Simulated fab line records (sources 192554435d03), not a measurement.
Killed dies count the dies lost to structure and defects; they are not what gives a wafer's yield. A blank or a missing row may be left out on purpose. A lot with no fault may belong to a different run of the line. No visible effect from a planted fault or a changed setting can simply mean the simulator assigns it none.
Which tool was responsible?	flow n5_finfet	32 wafers from 12 lots sampled at 3 of the route's 1938 steps

WHAT THE GAUGES SHOWED, per wafer
N5_PASSIVATION_CD_MEAS_30 targets a cd of 4000 nm.
lot	measured	on	cd_nm (nm)
L814	day 12 07:46	cd_sem-02	3997.5 4003.8
L816	day 12 16:52	cd_sem-03	3998.4 3997.3
L817	day 12 20:37	cd_sem-02	3999.1 3999.6 4003.6
L818	day 13 03:22	cd_sem-01	4001.8 3997.8 3998.9
L819	day 13 07:30	cd_sem-03	4000.2 3997.0 3992.9
L821	day 14 08:43	cd_sem-03	3997.5 3997.6
L825	day 15 07:17	cd_sem-03	3997.8 4000.1
L828	day 15 10:49	cd_sem-01	4001.2 4002.1 3999.9
L829	day 16 04:54	cd_sem-03	4002.5 3996.3 4002.7
L830	day 16 04:50	cd_sem-01	4002.1 4000.5 4000.0
L834	day 17 04:10	cd_sem-03	3997.8 3998.5 3998.5
L836	day 17 20:02	cd_sem-01	4001.5 4000.5 3999.4

WHAT TOOL EACH LOT RAN ON (gives the tool, then ch and the chambers of the sampled wafers, and finally the start)
lot	N5_SDB_PRECLEAN_39	N5_PASSIVATION_STRIP_14
L814	wet_bench-01 ch 2,5, day 4 03:26	rie_diel-01 ch 1,3, day 12 06:42
L816	wet_bench-02 ch 5,6, day 4 14:31	rie_diel-03 ch 0,1, day 12 15:35
L817	wet_bench-01 ch 2,3,5, day 4 21:52	rie_diel-01 ch 1,2,3, day 12 19:32
L818	wet_bench-02 ch 0,1,3, day 5 00:04	rie_diel-01 ch 1,2,3, day 13 01:55
L819	wet_bench-02 ch 0,4,7, day 5 06:41	rie_diel-03 ch 2,3, day 13 06:25
L821	wet_bench-02 ch 5,6, day 5 19:28	rie_diel-01 ch 1,3, day 14 07:33
L825	wet_bench-01 ch 5,6, day 6 22:35	rie_diel-03 ch 2,3, day 15 05:32
L828	wet_bench-02 ch 1,2,5, day 7 12:50	rie_diel-01 ch 1,2,3, day 15 09:50
L829	wet_bench-02 ch 0,6,7, day 7 18:03	rie_diel-01 ch 0,2,3, day 16 03:43
L830	wet_bench-04 ch 2,4,5, day 8 00:19	rie_diel-03 ch 0,2,3, day 16 03:40
L834	wet_bench-01 ch 0,1,7, day 9 01:31	rie_diel-02 ch 0,1, day 17 03:07
L836	wet_bench-01 ch 1,3,5, day 9 10:19	rie_diel-02 ch 0,1,2, day 17 19:09
- N5_SDB_PRECLEAN_39: cleans in O3/DIW, time 45 s.
- N5_PASSIVATION_STRIP_14: strips in O2.

WHAT THE TOOLS THEMSELVES READ (means of the sampled wafers that have a number; where no wafer has one, the mark that the record gives instead)
N5_SDB_PRECLEAN_39.
lot	tool	bath_heat_duty_pct (%)
L814	wet_bench-01	2.3
L816	wet_bench-02	2.0
L817	wet_bench-01	1.9
L818	wet_bench-02	3.0
L819	wet_bench-02	2.3
L821	wet_bench-02	2.5
L825	wet_bench-01	2.4
L828	wet_bench-02	2.6
L829	wet_bench-02	2.4
L830	wet_bench-04	2.5
L834	wet_bench-01	2.6
L836	wet_bench-01	2.2

N5_PASSIVATION_STRIP_14.
lot	tool	drypump_motor_current_A (A)	oes_product_au (a.u.)	rf_vpp_V (V)	showerhead_plenum_p_Torr (Torr)	throttle_valve_pct (%)
L814	rie_diel-01	5.5	0.71	4.3	2.08	16.88
L816	rie_diel-03	6.0	0.71	2.7	2.17	16.95
L817	rie_diel-01	5.7	0.70	4.0	2.05	16.78
L818	rie_diel-01	5.7	0.71	3.8	2.05	16.81
L819	rie_diel-03	5.9	0.87	4.3	2.16	16.77
L821	rie_diel-01	5.5	0.69	3.0	2.06	16.91
L825	rie_diel-03	5.8	0.80	3.8	2.11	16.84
L828	rie_diel-01	5.7	0.70	4.1	2.04	16.82
L829	rie_diel-01	5.8	0.77	4.0	2.04	16.63
L830	rie_diel-03	5.8	0.76	4.6	2.13	16.89
L834	rie_diel-02	6.1	0.94	3.6	2.03	16.45
L836	rie_diel-02	5.7	0.90	4.4	2.04	16.55

THE ANSWER, worked out from the rows above alone
Rule: the lots themselves supply what counts as usual. The widest of any qualifying gaps counts: lots, ordered by their means at a reading, are off when they make up no more than a third of the lots, leave a main group of 4 or more, and stand apart from it by 3 or more times the standard deviation of that group's means. Not used: any main group whose means are identical at the precision the tables above print for the reading. Also off: a lot with no number at a reading for which 4 or more lots have one. The other lots that the step has rows for count as sound. The gauges are gone through in route order, then the tools' own readings, and for those a lot's mean is taken as printed above. The first step at which some lot is off is used, and at that step the reading that is off furthest; a lot without a number counts as furthest.
No lot is off at any reading shown: from this, nothing can be told.

WHAT WAS PUT IN BY THE SIMULATOR
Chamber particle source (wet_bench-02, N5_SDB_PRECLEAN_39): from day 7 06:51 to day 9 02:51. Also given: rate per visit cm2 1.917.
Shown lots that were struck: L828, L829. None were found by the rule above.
